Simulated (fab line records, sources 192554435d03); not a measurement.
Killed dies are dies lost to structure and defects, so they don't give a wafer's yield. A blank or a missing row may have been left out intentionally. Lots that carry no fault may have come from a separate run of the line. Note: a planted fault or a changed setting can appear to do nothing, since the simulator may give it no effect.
fab line records + flow n5-finfet + part 1 of 2: steps 1 to 3 of 6
record
- lots=20
- wafers=60
- last-day=19
route steps=1938 shown BEOL_M2@879
lots untouched by any fault: they come from a run of this same line in which no faults occurred
start-h: the number of hours between the record's first day and the start of the first shown wafer of the lot + wait-h: hours since the lot's step before + " the same as in the row above + L1.1+2: a row that stands for several wafers + - value missing, or start not given + * or withheld: withheld + < > ~ a bound
route shown NAME@n: names a module that has steps shown in the file, with the first one's number in the route + usual: average and standard deviation across the fault-free wafers + same: alike in all rows + chamber/n: place in a boat + sites: the reading at each site + _std_site: standard deviation across them + _edge_site: the outer-site mean with the inner-site mean subtracted + radius-mm: how far each site lies from the wafer's centre + mask NAME#n: copy n + behind: the last tool/chamber to shape the wafer + hold: what put the lot on hold/how long, in hours/how the hold closed + device: whichever transistor did not switch (one of n, p or np) + end of line: tests run on the same wafers once the route is complete + a step without rows: its recipe alone + killed: dies lost to structure and defects at the first sort, not the wafer's yield + map: a wafer's dies, x killed, . not, _ none there
set.NAME: setting as actually run; set.NAME@STEP: the setting as run at that earlier step + model.NAME: the simulator's own value behind a step, which no gauge read
one table for each step of the route and one row for each wafer, over a sample of lots
services: from which hour (start-h, from the record's first day; less than 0 if before it) a tool's chamber was out of use, for how many hours, and why
## steps
# step N5_BEOL_M2_DESCUM_33
# recipe
- chemistry=O2
- time-s=7
- source-power-w=50
- bias-power-w=20
- pressure-mtorr=20
- rf-frequency-hz=2.712e+07
- temp-c=40
- resist=CAR-EUV
- o2-flow-sccm=225
# usual
- drypump-motor-current-A=5.71/0.26
- oes-product-au=0.83/0.089
- rf-fwd-power-W=49.34/0.27
- rf-vpp-V=243.6/1.4
- showerhead-plenum-p-Torr=2.12/0.075
- temp-c=39.99/0.11
- throttle-valve-pct=20.27/0.3
| lot.wafer | tool        | chamber | start-h | wait-h | drypump-motor-current-A | oes-product-au | rf-fwd-power-W | rf-hours-counter-h | rf-vpp-V | showerhead-plenum-p-Torr | temp-c | throttle-valve-pct |
|-----------|-------------|---------|---------|--------|-------------------------|----------------|----------------|--------------------|----------|--------------------------|--------|--------------------|
| L074.2    | rie-diel-05 | 2       | 143.99  | 0.6    | 6.13                    | 0.85           | 49.36          | 59                 | 241.4    | 2.10                     | 39.82  | 20.44              |
| L074.3    | "           | 1       | "       | "      | 5.79                    | 0.98           | 49.64          | 2                  | 244.2    | 2.13                     | 40.10  | 19.77              |
| L074.6    | "           | 0       | "       | "      | 5.54                    | 0.79           | 49.41          | -                  | 243.5    | 2.13                     | 40.06  | 20.24              |
| L076.1    | rie-diel-06 | 3       | 152.79  | 0.1    | 5.26                    | 0.69           | 48.83          | 243                | 243.9    | 2.13                     | 39.94  | 20.15              |
| L076.4    | "           | 0       | "       | "      | 5.59                    | 0.88           | 49.48          | 44                 | 244.5    | 2.21                     | 40.08  | 20.39              |
| L076.5    | "           | 0       | "       | "      | 5.59                    | 0.87           | 49.46          | -                  | 245.4    | 2.21                     | 40.09  | 20.39              |
| L077.3    | rie-diel-04 | 1       | 162.99  | 0.0    | 6.03                    | 0.98           | 49.44          | 4                  | 244.6    | 2.13                     | 40.13  | 20.21              |
| L077.5    | "           | 3       | "       | "      | 6.03                    | 0.88           | 49.58          | -                  | 245.5    | 2.23                     | 39.99  | 20.42              |
| L077.6    | "           | 2       | "       | "      | 5.45                    | 0.68           | 49.89          | -                  | 240.6    | 1.98                     | 39.93  | 20.89              |
| L078.1    | rie-diel-06 | 1       | 167.59  | 0.0    | 5.63                    | 0.84           | 48.87          | 74                 | 242.0    | 2.04                     | 40.00  | 20.22              |
| L078.2    | "           | 0       | "       | "      | 5.59                    | 0.86           | 49.47          | 48                 | 245.2    | 2.21                     | 40.01  | 20.40              |
| L078.3    | "           | 2       | "       | "      | 5.78                    | 0.88           | 48.88          | 36                 | 244.5    | 2.22                     | 39.98  | 19.99              |
| L079.2    | rie-diel-04 | 2       | 177.95  | 0.0    | 5.45                    | 0.68           | 49.32          | 220                | 239.3    | 1.98                     | 40.04  | 20.91              |
| L079.4    | "           | 1       | "       | "      | 6.02                    | 0.97           | 49.26          | 9                  | 246.5    | 2.13                     | 39.87  | 20.20              |
| L079.6    | "           | 3       | "       | "      | 6.03                    | 0.88           | 49.62          | -                  | 245.4    | 2.23                     | 39.92  | 20.43              |
| L081.2    | rie-diel-05 | 1       | 187.64  | 0.0    | 5.80                    | 0.91           | 49.26          | 16                 | 243.9    | 2.13                     | 40.09  | 19.81              |
| L081.3    | "           | 0       | "       | "      | 5.57                    | 0.78           | 49.33          | 118                | 242.7    | 2.12                     | 40.01  | 20.26              |
| L081.5    | "           | 1       | "       | "      | 5.80                    | 0.92           | 49.46          | -                  | 243.2    | 2.13                     | 39.89  | 19.79              |
| L080.1    | rie-diel-05 | 1       | 187.84  | 0.0    | 5.82                    | 0.91           | 49.38          | 17                 | 243.9    | 2.13                     | 40.09  | 19.81              |
| L080.2    | "           | 2       | "       | "      | 6.17                    | 0.83           | 49.35          | 74                 | 243.5    | 2.10                     | 39.91  | 20.48              |
| L080.6    | "           | 2       | "       | "      | 6.17                    | 0.83           | 49.37          | -                  | 244.5    | 2.10                     | 39.94  | 20.49              |
| L082.4    | rie-diel-04 | 3       | 188.62  | 0.5    | 6.03                    | 0.88           | 49.32          | 48                 | 244.9    | 2.23                     | 39.92  | 20.45              |
| L082.5    | "           | 0       | "       | "      | 5.43                    | 0.67           | 49.39          | -                  | 242.5    | 2.07                     | 39.97  | 20.41              |
| L082.6    | "           | 3       | "       | "      | 6.03                    | 0.87           | 49.14          | -                  | 245.8    | 2.23                     | 39.91  | 20.43              |
| L083.2    | rie-diel-06 | 2       | 196.21  | 0.3    | 5.78                    | 0.85           | 49.06          | 47                 | 245.5    | 2.21                     | 39.97  | 19.99              |
| L083.3    | "           | 0       | "       | "      | 5.60                    | 0.84           | 49.51          | 59                 | 244.3    | 2.21                     | 40.14  | 20.41              |
| L083.5    | "           | 2       | "       | "      | 5.78                    | 0.87           | 49.11          | -                  | 245.9    | 2.21                     | 39.96  | 19.99              |
| L084.1    | rie-diel-06 | 2       | 198.13  | 0.0    | 5.71                    | 0.87           | 48.69          | 47                 | 245.2    | 2.21                     | 40.13  | 19.99              |
| L084.4    | "           | 1       | "       | "      | 5.60                    | 0.82           | 48.87          | 86                 | 240.3    | 2.04                     | 39.94  | 20.24              |
| L084.6    | "           | 2       | "       | "      | 5.73                    | 0.87           | 49.01          | -                  | 245.0    | 2.21                     | 40.20  | 19.99              |
| L085.2    | rie-diel-05 | 2       | 204.00  | 0.0    | 6.13                    | 0.82           | 49.24          | 81                 | 243.9    | 2.10                     | 39.92  | 20.49              |
| L085.3    | "           | 0       | "       | "      | 5.58                    | 0.77           | 49.71          | 125                | 243.3    | 2.12                     | 40.05  | 20.26              |
| L085.6    | "           | 0       | "       | "      | 5.59                    | 0.78           | 49.39          | -                  | 243.6    | 2.12                     | 40.03  | 20.28              |
| L086.2    | rie-diel-06 | 3       | 204.54  | 0.0    | 5.25                    | 0.98           | 49.02          | 3                  | 244.1    | 2.13                     | 40.00  | 19.75              |
| L086.3    | "           | 2       | "       | "      | 5.74                    | 0.86           | 49.11          | 49                 | 245.0    | 2.21                     | 40.13  | 19.99              |
| L086.4    | "           | 1       | "       | "      | 5.58                    | 0.82           | 49.13          | 87                 | 242.4    | 2.04                     | 40.06  | 20.24              |
| L088.2    | rie-diel-04 | 1       | 222.21  | 0.0    | 6.06                    | 0.92           | 49.60          | 23                 | 243.1    | 2.12                     | 40.09  | 20.22              |
| L088.5    | "           | 0       | "       | "      | 5.41                    | 0.66           | 49.34          | -                  | 243.3    | 2.06                     | 39.83  | 20.43              |
| L088.6    | "           | 3       | "       | "      | 6.04                    | 0.86           | 49.57          | -                  | 244.5    | 2.22                     | 39.77  | 20.45              |
| L087.1    | rie-diel-06 | 1       | 227.21  | 0.0    | 5.60                    | 0.82           | 49.18          | 93                 | 243.0    | 2.03                     | 40.09  | 20.26              |
| L087.2    | "           | 3       | "       | "      | 5.27                    | 0.96           | 48.96          | 8                  | 244.2    | 2.13                     | 40.02  | 19.73              |
| L087.6    | "           | 2       | "       | "      | 5.74                    | 0.86           | 49.11          | -                  | 246.8    | 2.21                     | 40.05  | 19.98              |
| L090.2    | rie-diel-06 | 3       | 249.25  | 0.0    | 5.27                    | 0.93           | 48.63          | 15                 | 243.1    | 2.12                     | 39.89  | 19.75              |
| L090.3    | "           | 0       | "       | "      | 5.61                    | 0.83           | 49.49          | 73                 | 244.7    | 2.20                     | 39.78  | 20.45              |
| L090.4    | "           | 1       | "       | "      | 5.60                    | 0.79           | 49.26          | 99                 | 242.3    | 2.03                     | 39.99  | 20.26              |
| L093.1    | rie-diel-06 | 3       | 256.11  | 0.1    | 5.26                    | 0.93           | 48.82          | 17                 | 243.8    | 2.12                     | 39.97  | 19.78              |
| L093.2    | "           | 1       | "       | "      | 5.58                    | 0.80           | 48.99          | 102                | 242.5    | 2.03                     | 39.99  | 20.25              |
| L093.4    | "           | 0       | "       | "      | 5.58                    | 0.83           | 49.52          | 75                 | 243.6    | 2.20                     | 40.07  | 20.43              |
| L094.1    | rie-diel-04 | 0       | 276.84  | 0.0    | 5.48                    | 0.94           | 49.55          | 9                  | 241.5    | 2.06                     | 40.02  | 20.06              |
| L094.2    | "           | 3       | "       | "      | 6.01                    | 0.84           | 49.70          | 78                 | 245.7    | 2.22                     | 40.14  | 20.49              |
| L094.3    | "           | 1       | "       | "      | 6.04                    | 0.90           | 49.48          | 42                 | 243.5    | 2.12                     | 39.71  | 20.27              |
| L095.1    | rie-diel-05 | 3       | 278.46  | 0.0    | 5.90                    | 0.91           | 49.55          | 19                 | 243.6    | 2.05                     | 40.00  | 20.29              |
| L095.4    | "           | 0       | "       | "      | 5.58                    | 0.75           | 49.61          | 150                | 242.9    | 2.11                     | 40.04  | 20.29              |
| L095.5    | "           | 1       | "       | "      | 5.81                    | 0.85           | 49.46          | -                  | 242.5    | 2.11                     | 39.88  | 19.85              |
| L096.3    | rie-diel-04 | 0       | 286.80  | 0.0    | 5.46                    | 0.91           | 49.34          | 13                 | 243.2    | 2.06                     | 40.01  | 20.08              |
| L096.5    | "           | 0       | "       | "      | 5.43                    | 0.92           | 49.56          | -                  | 241.6    | 2.06                     | 39.91  | 20.07              |
| L096.6    | "           | 1       | "       | "      | 6.01                    | 0.89           | 49.78          | -                  | 243.8    | 2.12                     | 40.10  | 20.26              |
| L097.1    | rie-diel-06 | 1       | 293.17  | 0.6    | 5.59                    | 0.80           | 49.20          | 115                | 241.6    | 2.03                     | 40.01  | 20.28              |
| L097.5    | "           | 0       | "       | "      | 5.56                    | 0.82           | 49.49          | -                  | 244.4    | 2.20                     | 40.02  | 20.46              |
| L097.6    | "           | 1       | "       | "      | 5.60                    | 0.79           | 49.31          | -                  | 242.4    | 2.03                     | 39.99  | 20.25              |
# step N5_BEOL_M2_ETCH_70
# recipe
- chemistry=N2/H2
- target=SOC
- target-depth-a=800
- overetch-a=240
- mask-material=SiARC
- temp-c=40
- time-s=130
- ion-energy-ev=200
- pressure-mtorr=30
- source-w=840
- bias-w=150
- n2-flow-sccm=200
- h2-flow-sccm=200
# usual
- drypump-motor-current-A=5.75/0.28
- oes-product-au=0.61/0.068
- rf-fwd-power-W=836.1/2.8
- rf-vpp-V=524.5/2.7
- showerhead-plenum-p-Torr=2.57/0.093
- temp-c=40.01/0.11
- throttle-valve-pct=17.8/0.33
| lot.wafer | tool        | chamber | start-h | wait-h | drypump-motor-current-A | oes-product-au | rf-fwd-power-W | rf-hours-counter-h | rf-vpp-V | showerhead-plenum-p-Torr | temp-c | throttle-valve-pct |
|-----------|-------------|---------|---------|--------|-------------------------|----------------|----------------|--------------------|----------|--------------------------|--------|--------------------|
| L074.2    | rie-diel-06 | 1       | 153.43  | 0.0    | 5.64                    | 0.63           | 835.3          | 69                 | 522.0    | 2.48                     | 40.19  | 17.7               |
| L074.3    | "           | 2       | "       | "      | 5.75                    | 0.65           | 831.2          | 30                 | 528.2    | 2.70                     | 39.81  | 17.3               |
| L074.6    | "           | 0       | "       | "      | 5.61                    | 0.63           | 833.2          | -                  | 527.8    | 2.71                     | 40.05  | 17.8               |
| L076.1    | rie-diel-04 | 0       | 157.03  | 0.0    | 5.42                    | 0.51           | 833.9          | 224                | 523.4    | 2.51                     | 40.00  | 17.8               |
| L076.4    | "           | 1       | "       | "      | 6.09                    | 0.73           | 836.2          | 2                  | 525.3    | 2.60                     | 39.98  | 17.6               |
| L076.5    | "           | 2       | "       | "      | 5.48                    | 0.51           | 836.1          | -                  | 520.1    | 2.42                     | 40.06  | 18.4               |
| L077.3    | rie-diel-05 | 3       | 166.24  | 0.0    | 5.95                    | 0.51           | 837.7          | 249                | 522.9    | 2.51                     | 39.99  | 18.2               |
| L077.5    | "           | 3       | "       | "      | 5.90                    | 0.50           | 834.3          | -                  | 521.9    | 2.51                     | 40.09  | 18.2               |
| L077.6    | "           | 2       | "       | "      | 6.13                    | 0.61           | 834.5          | -                  | 524.2    | 2.58                     | 39.78  | 17.9               |
| L078.1    | rie-diel-04 | 2       | 170.49  | 0.0    | 5.48                    | 0.51           | 836.9          | 218                | 519.7    | 2.42                     | 39.97  | 18.4               |
| L078.2    | "           | 3       | "       | "      | 6.05                    | 0.65           | 835.8          | 43                 | 527.6    | 2.71                     | 40.02  | 17.8               |
| L078.3    | "           | 0       | "       | "      | 5.39                    | 0.51           | 835.0          | 229                | 522.8    | 2.51                     | 40.02  | 17.8               |
| L079.2    | rie-diel-04 | 3       | 182.03  | 0.0    | 6.04                    | 0.64           | 833.8          | 46                 | 528.3    | 2.71                     | 40.03  | 17.8               |
| L079.4    | "           | 1       | "       | "      | 6.02                    | 0.70           | 837.0          | 10                 | 525.7    | 2.60                     | 40.07  | 17.6               |
| L079.6    | "           | 0       | "       | "      | 5.46                    | 0.50           | 838.6          | -                  | 523.3    | 2.51                     | 40.16  | 17.8               |
| L081.2    | rie-diel-04 | 1       | 188.29  | 0.0    | 6.06                    | 0.70           | 831.6          | 12                 | 525.2    | 2.60                     | 40.10  | 17.6               |
| L081.3    | "           | 3       | "       | "      | 6.06                    | 0.63           | 835.3          | 48                 | 526.4    | 2.71                     | 39.87  | 17.8               |
| L081.5    | "           | 2       | "       | "      | 5.47                    | 0.52           | 840.9          | -                  | 519.5    | 2.42                     | 40.01  | 18.4               |
| L080.1    | rie-diel-05 | 0       | 188.40  | 0.0    | 5.58                    | 0.57           | 832.6          | 118                | 523.7    | 2.55                     | 40.00  | 17.5               |
| L080.2    | "           | 1       | "       | "      | 5.84                    | 0.68           | 835.3          | 17                 | 526.1    | 2.59                     | 40.09  | 17.2               |
| L080.6    | "           | 2       | "       | "      | 6.13                    | 0.62           | 834.6          | -                  | 524.1    | 2.58                     | 40.09  | 18.0               |
| L082.4    | rie-diel-04 | 1       | 188.91  | 0.0    | 6.03                    | 0.69           | 833.2          | 12                 | 525.9    | 2.60                     | 40.06  | 17.6               |
| L082.5    | "           | 3       | "       | "      | 6.03                    | 0.64           | 838.8          | -                  | 528.5    | 2.71                     | 39.87  | 17.8               |
| L082.6    | "           | 2       | "       | "      | 5.47                    | 0.51           | 840.2          | -                  | 521.3    | 2.42                     | 39.85  | 18.4               |
| L083.2    | rie-diel-04 | 3       | 201.82  | 0.0    | 6.03                    | 0.64           | 835.2          | 52                 | 528.1    | 2.71                     | 39.94  | 17.8               |
| L083.3    | "           | 1       | "       | "      | 6.02                    | 0.69           | 838.4          | 16                 | 526.1    | 2.60                     | 40.06  | 17.6               |
| L083.5    | "           | 1       | "       | "      | 6.05                    | 0.68           | 837.7          | -                  | 524.7    | 2.60                     | 40.10  | 17.6               |
| L084.1    | rie-diel-06 | 2       | 201.94  | 0.0    | 5.75                    | 0.64           | 831.9          | 49                 | 527.8    | 2.69                     | 40.01  | 17.3               |
| L084.4    | "           | 3       | "       | "      | 5.28                    | 0.73           | 828.5          | 3                  | 526.6    | 2.60                     | 40.02  | 17.3               |
| L084.6    | "           | 3       | "       | "      | 5.28                    | 0.74           | 831.7          | -                  | 525.3    | 2.60                     | 40.08  | 17.3               |
| L085.2    | rie-diel-04 | 1       | 206.89  | 0.0    | 6.04                    | 0.67           | 842.1          | 17                 | 524.4    | 2.60                     | 40.11  | 17.6               |
| L085.3    | "           | 3       | "       | "      | 6.06                    | 0.62           | 835.1          | 53                 | 528.2    | 2.71                     | 39.84  | 17.8               |
| L085.6    | "           | 3       | "       | "      | 6.04                    | 0.62           | 834.9          | -                  | 528.5    | 2.71                     | 40.04  | 17.8               |
| L086.2    | rie-diel-06 | 1       | 233.00  | 0.0    | 5.59                    | 0.61           | 834.9          | 94                 | 522.4    | 2.47                     | 40.06  | 17.7               |
| L086.3    | "           | 3       | "       | "      | 5.27                    | 0.70           | 832.7          | 9                  | 524.5    | 2.60                     | 39.97  | 17.3               |
| L086.4    | "           | 2       | "       | "      | 5.74                    | 0.63           | 830.6          | 56                 | 526.6    | 2.68                     | 39.94  | 17.3               |
| L088.2    | rie-diel-04 | 2       | 233.45  | 0.0    | 5.44                    | 0.50           | 835.9          | 235                | 520.7    | 2.41                     | 40.06  | 18.4               |
| L088.5    | "           | 0       | "       | "      | 5.43                    | 0.50           | 836.3          | -                  | 523.8    | 2.50                     | 39.93  | 17.9               |
| L088.6    | "           | 3       | "       | "      | 6.05                    | 0.62           | 835.8          | -                  | 529.4    | 2.70                     | 40.02  | 17.8               |
| L087.1    | rie-diel-05 | 1       | 237.61  | 0.0    | 5.80                    | 0.64           | 839.0          | 35                 | 524.9    | 2.59                     | 40.12  | 17.2               |
| L087.2    | "           | 0       | "       | "      | 5.62                    | 0.56           | 831.9          | 138                | 524.5    | 2.54                     | 39.96  | 17.5               |
| L087.6    | "           | 2       | "       | "      | 6.17                    | 0.60           | 840.3          | -                  | 525.3    | 2.57                     | 39.93  | 18.0               |
| L090.2    | rie-diel-04 | 3       | 250.32  | 0.0    | 6.03                    | 0.62           | 836.7          | 68                 | 525.8    | 2.70                     | 40.11  | 17.8               |
| L090.3    | "           | 2       | "       | "      | 5.47                    | 0.50           | 840.9          | 242                | 520.1    | 2.41                     | 40.17  | 18.4               |
| L090.4    | "           | 3       | "       | "      | 6.06                    | 0.61           | 836.8          | -                  | 528.1    | 2.70                     | 39.97  | 17.8               |
| L093.1    | rie-diel-05 | 1       | 270.71  | 0.0    | 5.81                    | 0.63           | 834.5          | 46                 | 523.9    | 2.58                     | 40.12  | 17.3               |
| L093.2    | "           | 3       | "       | "      | 5.89                    | 0.67           | 834.1          | 17                 | 521.8    | 2.50                     | 39.98  | 17.8               |
| L093.4    | "           | 0       | "       | "      | 5.55                    | 0.55           | 838.3          | 148                | 523.3    | 2.54                     | 40.22  | 17.6               |
| L094.1    | rie-diel-04 | 0       | 280.27  | 0.0    | 5.42                    | 0.68           | 836.6          | 11                 | 521.9    | 2.49                     | 40.00  | 17.5               |
| L094.2    | "           | 3       | "       | "      | 6.03                    | 0.60           | 834.4          | 80                 | 527.1    | 2.69                     | 40.10  | 17.8               |
| L094.3    | "           | 1       | "       | "      | 5.99                    | 0.64           | 839.9          | 44                 | 526.0    | 2.58                     | 40.02  | 17.7               |
| L095.1    | rie-diel-05 | 0       | 292.58  | 0.0    | 5.57                    | 0.55           | 833.9          | 155                | 523.6    | 2.53                     | 40.02  | 17.6               |
| L095.4    | "           | 1       | "       | "      | 5.80                    | 0.64           | 834.4          | 54                 | 524.9    | 2.58                     | 39.89  | 17.3               |
| L095.5    | "           | 0       | "       | "      | 5.59                    | 0.55           | 835.3          | -                  | 523.6    | 2.53                     | 40.10  | 17.6               |
| L096.3    | rie-diel-05 | 2       | 306.55  | 0.0    | 6.13                    | 0.59           | 839.4          | 119                | 522.4    | 2.56                     | 40.14  | 18.1               |
| L096.5    | "           | 3       | "       | "      | 5.85                    | 0.66           | 837.3          | -                  | 522.5    | 2.49                     | 40.12  | 17.8               |
| L096.6    | "           | 1       | "       | "      | 5.80                    | 0.63           | 835.9          | -                  | 523.9    | 2.57                     | 40.00  | 17.3               |
| L097.1    | rie-diel-06 | 0       | 310.72  | 0.0    | 5.58                    | 0.59           | 834.3          | 95                 | 526.8    | 2.69                     | 40.06  | 17.9               |
| L097.5    | "           | 0       | "       | "      | 5.57                    | 0.59           | 834.5          | -                  | 526.4    | 2.69                     | 40.16  | 17.9               |
| L097.6    | "           | 3       | "       | "      | 5.25                    | 0.66           | 836.9          | -                  | 525.1    | 2.58                     | 39.88  | 17.3               |
# step N5_BEOL_M2_STRIP_97
# recipe
- chemistry=N2/H2
- time-s=10
- power-w=450
- temp-c=40
- pressure-mtorr=20
- rf-frequency-hz=6e+07
- bias-power-w=7
- n2-flow-sccm=200
- h2-flow-sccm=200
# usual
- drypump-motor-current-A=5.75/0.28
- oes-product-au=0.82/0.099
- rf-vpp-V=59.2/0.85
- showerhead-plenum-p-Torr=2.57/0.093
- temp-c=40.01/0.11
- throttle-valve-pct=23.6/0.38
| lot.wafer | tool        | chamber | start-h | wait-h | drypump-motor-current-A | oes-product-au | rf-hours-counter-h | rf-vpp-V | showerhead-plenum-p-Torr | temp-c | throttle-valve-pct |
|-----------|-------------|---------|---------|--------|-------------------------|----------------|--------------------|----------|--------------------------|--------|--------------------|
| L074.2    | rie-diel-06 | 1       | -       | -      | 5.60                    | 0.83           | 69                 | 58.9     | 2.48                     | 39.97  | 23.7               |
| L074.3    | "           | 2       | "       | "      | 5.74                    | 0.88           | 31                 | 58.7     | 2.69                     | 40.14  | 23.1               |
| L074.6    | "           | 0       | "       | "      | 5.60                    | 0.86           | -                  | 59.6     | 2.71                     | 39.89  | 23.7               |
| L076.1    | rie-diel-04 | 0       | -       | -      | 5.44                    | 0.68           | 224                | 58.6     | 2.50                     | 39.99  | 23.8               |
| L076.4    | "           | 1       | "       | "      | 6.05                    | 0.99           | 2                  | 59.1     | 2.60                     | 40.17  | 23.4               |
| L076.5    | "           | 2       | "       | "      | 5.46                    | 0.68           | -                  | 58.9     | 2.42                     | 40.02  | 24.3               |
| L077.3    | rie-diel-05 | 3       | -       | -      | 5.88                    | 0.68           | 249                | 58.1     | 2.50                     | 40.09  | 24.2               |
| L077.5    | "           | 3       | "       | "      | 5.86                    | 0.67           | -                  | 57.3     | 2.50                     | 40.01  | 24.2               |
| L077.6    | "           | 2       | "       | "      | 6.18                    | 0.84           | -                  | 59.9     | 2.58                     | 40.06  | 23.8               |
| L078.1    | rie-diel-04 | 2       | -       | -      | 5.46                    | 0.68           | 218                | 58.6     | 2.42                     | 40.14  | 24.3               |
| L078.2    | "           | 3       | "       | "      | 6.03                    | 0.88           | 43                 | 60.2     | 2.71                     | 40.08  | 23.7               |
| L078.3    | "           | 0       | "       | "      | 5.42                    | 0.67           | 229                | 59.3     | 2.50                     | 40.04  | 23.8               |
| L079.2    | rie-diel-04 | 3       | -       | -      | 6.01                    | 0.88           | 46                 | 61.0     | 2.71                     | 39.99  | 23.7               |
| L079.4    | "           | 1       | "       | "      | 6.03                    | 0.96           | 10                 | 59.4     | 2.59                     | 40.12  | 23.4               |
| L079.6    | "           | 0       | "       | "      | 5.40                    | 0.67           | -                  | 58.9     | 2.50                     | 39.98  | 23.8               |
| L081.2    | rie-diel-04 | 1       | -       | -      | 6.10                    | 0.96           | 12                 | 59.0     | 2.59                     | 40.18  | 23.4               |
| L081.3    | "           | 3       | "       | "      | 6.04                    | 0.87           | 48                 | 60.3     | 2.70                     | 39.96  | 23.7               |
| L081.5    | "           | 2       | "       | "      | 5.45                    | 0.68           | -                  | 60.4     | 2.41                     | 39.99  | 24.3               |
| L080.1    | rie-diel-05 | 0       | -       | -      | 5.57                    | 0.78           | 118                | 59.3     | 2.55                     | 40.23  | 23.3               |
| L080.2    | "           | 1       | "       | "      | 5.82                    | 0.91           | 17                 | 59.5     | 2.59                     | 39.95  | 23.0               |
| L080.6    | "           | 2       | "       | "      | 6.15                    | 0.84           | -                  | 59.8     | 2.57                     | 40.02  | 23.8               |
| L082.4    | rie-diel-04 | 1       | -       | -      | 6.03                    | 0.96           | 12                 | 58.6     | 2.59                     | 40.05  | 23.4               |
| L082.5    | "           | 3       | "       | "      | 6.04                    | 0.88           | -                  | 58.5     | 2.71                     | 40.12  | 23.7               |
| L082.6    | "           | 2       | "       | "      | 5.46                    | 0.68           | -                  | 59.8     | 2.41                     | 39.88  | 24.3               |
| L083.2    | rie-diel-04 | 3       | -       | -      | 6.06                    | 0.86           | 52                 | 59.6     | 2.70                     | 39.98  | 23.7               |
| L083.3    | "           | 1       | "       | "      | 6.05                    | 0.93           | 16                 | 59.4     | 2.59                     | 40.15  | 23.4               |
| L083.5    | "           | 1       | "       | "      | 6.05                    | 0.94           | -                  | 59.7     | 2.59                     | 40.06  | 23.4               |
| L084.1    | rie-diel-06 | 2       | -       | -      | 5.74                    | 0.86           | 49                 | 59.1     | 2.68                     | 40.11  | 23.1               |
| L084.4    | "           | 3       | "       | "      | 5.26                    | 0.99           | 3                  | 59.1     | 2.60                     | 39.80  | 23.2               |
| L084.6    | "           | 3       | "       | "      | 5.28                    | 1.00           | -                  | 58.8     | 2.60                     | 39.89  | 23.2               |
| L085.2    | rie-diel-04 | 1       | -       | -      | 6.11                    | 0.94           | 17                 | 58.5     | 2.59                     | 39.90  | 23.4               |
| L085.3    | "           | 3       | "       | "      | 6.02                    | 0.87           | 54                 | 59.4     | 2.70                     | 39.82  | 23.7               |
| L085.6    | "           | 3       | "       | "      | 6.03                    | 0.86           | -                  | 58.4     | 2.70                     | 39.99  | 23.7               |
| L086.2    | rie-diel-06 | 1       | -       | -      | 5.62                    | 0.82           | 94                 | 60.4     | 2.46                     | 39.96  | 23.8               |
| L086.3    | "           | 3       | "       | "      | 5.27                    | 0.96           | 9                  | 61.5     | 2.59                     | 40.01  | 23.2               |
| L086.4    | "           | 2       | "       | "      | 5.79                    | 0.85           | 56                 | 59.1     | 2.68                     | 40.05  | 23.1               |
| L088.2    | rie-diel-04 | 2       | -       | -      | 5.44                    | 0.67           | 235                | 59.3     | 2.41                     | 40.10  | 24.3               |
| L088.5    | "           | 0       | "       | "      | 5.44                    | 0.66           | -                  | 60.0     | 2.49                     | 40.02  | 23.8               |
| L088.6    | "           | 3       | "       | "      | 6.04                    | 0.86           | -                  | 57.8     | 2.70                     | 39.96  | 23.7               |
| L087.1    | rie-diel-05 | 1       | -       | -      | 5.82                    | 0.88           | 36                 | 59.0     | 2.58                     | 40.04  | 23.0               |
| L087.2    | "           | 0       | "       | "      | 5.58                    | 0.76           | 138                | 60.1     | 2.54                     | 40.09  | 23.3               |
| L087.6    | "           | 2       | "       | "      | 6.16                    | 0.81           | -                  | 60.1     | 2.57                     | 40.19  | 23.9               |
| L090.2    | rie-diel-04 | 3       | -       | -      | 6.05                    | 0.85           | 69                 | 59.0     | 2.70                     | 40.11  | 23.7               |
| L090.3    | "           | 2       | "       | "      | 5.45                    | 0.67           | 243                | 58.1     | 2.41                     | 40.02  | 24.3               |
| L090.4    | "           | 3       | "       | "      | 6.04                    | 0.85           | -                  | 58.8     | 2.70                     | 39.87  | 23.7               |
| L093.1    | rie-diel-05 | 1       | -       | -      | 5.82                    | 0.85           | 46                 | 59.3     | 2.58                     | 40.05  | 23.0               |
| L093.2    | "           | 3       | "       | "      | 5.89                    | 0.91           | 17                 | 59.8     | 2.50                     | 40.18  | 23.9               |
| L093.4    | "           | 0       | "       | "      | 5.58                    | 0.76           | 148                | 59.2     | 2.53                     | 39.98  | 23.3               |
| L094.1    | rie-diel-04 | 0       | -       | -      | 5.40                    | 0.93           | 11                 | 58.9     | 2.49                     | 39.81  | 23.5               |
| L094.2    | "           | 3       | "       | "      | 6.03                    | 0.84           | 80                 | 59.4     | 2.69                     | 40.04  | 23.7               |
| L094.3    | "           | 1       | "       | "      | 6.02                    | 0.89           | 44                 | 59.0     | 2.58                     | 39.94  | 23.5               |
| L095.1    | rie-diel-05 | 0       | -       | -      | 5.56                    | 0.75           | 155                | 59.5     | 2.53                     | 40.11  | 23.3               |
| L095.4    | "           | 1       | "       | "      | 5.84                    | 0.85           | 54                 | 60.3     | 2.57                     | 40.00  | 23.0               |
| L095.5    | "           | 0       | "       | "      | 5.59                    | 0.74           | -                  | 58.4     | 2.53                     | 39.89  | 23.3               |
| L096.3    | rie-diel-05 | 2       | -       | -      | 6.18                    | 0.79           | 119                | 60.5     | 2.55                     | 39.80  | 23.9               |
| L096.5    | "           | 3       | "       | "      | 5.93                    | 0.88           | -                  | 59.2     | 2.49                     | 40.12  | 23.9               |
| L096.6    | "           | 1       | "       | "      | 5.80                    | 0.84           | -                  | 58.2     | 2.57                     | 39.92  | 23.0               |
| L097.1    | rie-diel-06 | 0       | -       | -      | 5.58                    | 0.81           | 95                 | 60.0     | 2.68                     | 39.86  | 23.8               |
| L097.5    | "           | 0       | "       | "      | 5.62                    | 0.81           | -                  | 59.4     | 2.68                     | 39.94  | 23.8               |
| L097.6    | "           | 3       | "       | "      | 5.27                    | 0.89           | -                  | 59.6     | 2.58                     | 40.05  | 23.3               |
